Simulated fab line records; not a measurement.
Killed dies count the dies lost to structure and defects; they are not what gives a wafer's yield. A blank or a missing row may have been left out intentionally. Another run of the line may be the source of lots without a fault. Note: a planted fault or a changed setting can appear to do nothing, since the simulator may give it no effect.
Comparing a struck lot with a sound one + flow n5_finfet + 23 out of 1938 route steps
Sound: these wafers, L690.1, L690.2, L690.6. Wafers struck: L695.3, L695.5, L695.6. The cause is named last.
At each step with rows: each side's tool, then ch and its chambers, then its first start. Under that, the readings that differ: sound wafers + struck wafers + difference of the means + sigmas: that difference in standard deviations of wafers without a fault.
alike: readings whose means differ by less than 2 such deviations, and words and numbers that are the same on both sides. not compared: withheld readings, readings that some wafer has no value for, bounds like >300 that may hide the same value, and numbers for which the record gives no deviation and whose values overlap.
Wherever a step has rows on one side only, a row that says differs or no value, or a row with sigmas, the two part there. When numbers do not overlap yet have no deviation, they are printed without sigmas and do not part them. A reading that every wafer of one side lacks parts them only if that side has two wafers or more.

first, 11 steps without rows for these wafers: N5_WELL_APT_OXIDE_STRIP_42 (strips SiO2 in dHF, time 45 s, target depth 12 nm); N5_WELL_APT_PRECLEAN_36 (cleans in O3/DIW, time 45 s); N5_WELL_APT_PRECLEAN_39 (cleans in dHF, time 60 s); N5_WELL_APT_SRD_37 (time 30 s); N5_WELL_APT_EPI_41 (deposits Si from SiH4/H2, target thk 50 nm, time 297.7 s); N5_PMOS_HMC_CHANNEL_EPI_HM_DEP_34 (deposits SiO2 from TEOS/O2, target thk 36 nm, time 6.9 s); N5_PMOS_HMC_CHANNEL_EPI_COAT_31 (time 60 s, resist thk 66 nm); N5_PMOS_HMC_CHANNEL_EPI_COAT_03 (resist thk 205 nm); N5_PMOS_HMC_CHANNEL_EPI_EBR_05; N5_PMOS_HMC_CHANNEL_EPI_SOFTBAKE_04 (time 60 s); N5_PMOS_HMC_CHANNEL_EPI_EXPOSE_06 (exposes mask PMOS HMC BLK, target cd 240 nm).
N5_PMOS_HMC_CHANNEL_EPI_PEB_07: peb time 60 s.
  sound on litho_track-05 ch 0, day 4 11:22; struck on litho_track-05 ch 0, day 5 17:10
then, 1 step without rows for these wafers: N5_PMOS_HMC_CHANNEL_EPI_DEVELOP_08 (develop time 30 s).
N5_PMOS_HMC_CHANNEL_EPI_CD_MEAS_09: target cd 237.4 nm.
  sound on cd_sem-01 ch 0, day 4 11:26; struck on cd_sem-02 ch 0, day 5 17:13
| reading    | sound             | struck            | difference | sigmas |
|------------|-------------------|-------------------|------------|--------|
| cd_nm (nm) | 239.4 238.5 238.5 | 244.5 242.9 245.0 | +5.3       | +5     |
N5_PMOS_HMC_CHANNEL_EPI_DESCUM_14: chemistry O2, time 7.9 s.
  sound on rie_diel-05 ch 1,2, day 4 11:31; struck on rie_diel-03 ch 0,1,3, day 5 17:19
| reading                               | sound             | struck            | difference | sigmas |
|---------------------------------------|-------------------|-------------------|------------|--------|
| model.PMOS_HMC_CHANNEL_EPI.cd_nm (nm) | 238.9 238.5 238.5 | 244.8 243.2 245.2 | +5.8       |        |
  alike: drypump_motor_current_A, oes_product_au, rf_fwd_power_W, rf_vpp_V, showerhead_plenum_p_Torr, throttle_valve_pct
  not compared: rf_hours_counter_h
then, 5 steps without rows for these wafers: N5_PMOS_HMC_CHANNEL_EPI_ETCH_32 (etches BARC in N2/H2, stops on SiO2, target depth 85.8 nm, time 50.3 s); N5_PMOS_HMC_CHANNEL_EPI_HM_OPEN_15 (chemistry CHF3/O2, target SiO2, target depth 40.6 nm, time 20.3 s); N5_PMOS_HMC_CHANNEL_EPI_STRIP_33 (strips in N2/H2); N5_PMOS_HMC_CHANNEL_EPI_STRIP_17 (strips in SPM, time 750 s); N5_PMOS_HMC_CHANNEL_EPI_ETCH_38 (etches SiO2 in CF4, target depth 1.5 nm).
N5_PMOS_HMC_CHANNEL_EPI_FIN_RECESS_16: chemistry HBr/Cl2, target Si, target depth 54 nm, time 18 s.
  sound on rie_si-01 ch 0,2, day 4 11:58; struck on rie_si-05 ch 0,1,3, day 5 17:46
| reading                               | sound             | struck            | difference | sigmas |
|---------------------------------------|-------------------|-------------------|------------|--------|
| rf_fwd_power_W (W)                    | 800.1 798.8 801.2 | 793.2 793.2 796.4 | -5.8       | -2     |
| throttle_valve_pct (%)                | 36.5 35.7 36.5    | 35.1 35.7 35.3    | -0.9       | -2     |
| model.PMOS_HMC_CHANNEL_EPI.cd_nm (nm) | 240.3 240.3 239.7 | 248.5 245.4 247.2 | +6.9       |        |
  alike: drypump_motor_current_A, oes_product_au
  not compared: rf_hours_counter_h
then, 1 step without rows for these wafers: N5_PMOS_HMC_CHANNEL_EPI_PRECLEAN_36 (cleans in O3/DIW, time 45 s).
-- the record jumps here: 12 days lie between the struck wafers' starts before and after (it left off in module PMOS_HMC_CHANNEL_EPI and takes up again in module PASSIVATION, whose first step shown is number 1936 of the route) --
N5_PASSIVATION_PROBE_49:
  sound on prober-02, day 15 17:49; struck on prober-02, day 17 10:15
| reading            | sound    | struck   | difference | sigmas |
|--------------------|----------|----------|------------|--------|
| killed_at_M0_to_M3 | 47 38 98 | 16 24 16 | -42        | -4     |
  alike: killed_at_M4_up, killed_at_contacts, killed_at_front_end, killed_at_other, killed_dies, killed_on_rim, killed_open, killed_short

## WHERE THEY PART
Earliest at N5_PMOS_HMC_CHANNEL_EPI_CD_MEAS_09; latest, in this record, at N5_PASSIVATION_PROBE_49.

WHY: what had been put in by the simulator
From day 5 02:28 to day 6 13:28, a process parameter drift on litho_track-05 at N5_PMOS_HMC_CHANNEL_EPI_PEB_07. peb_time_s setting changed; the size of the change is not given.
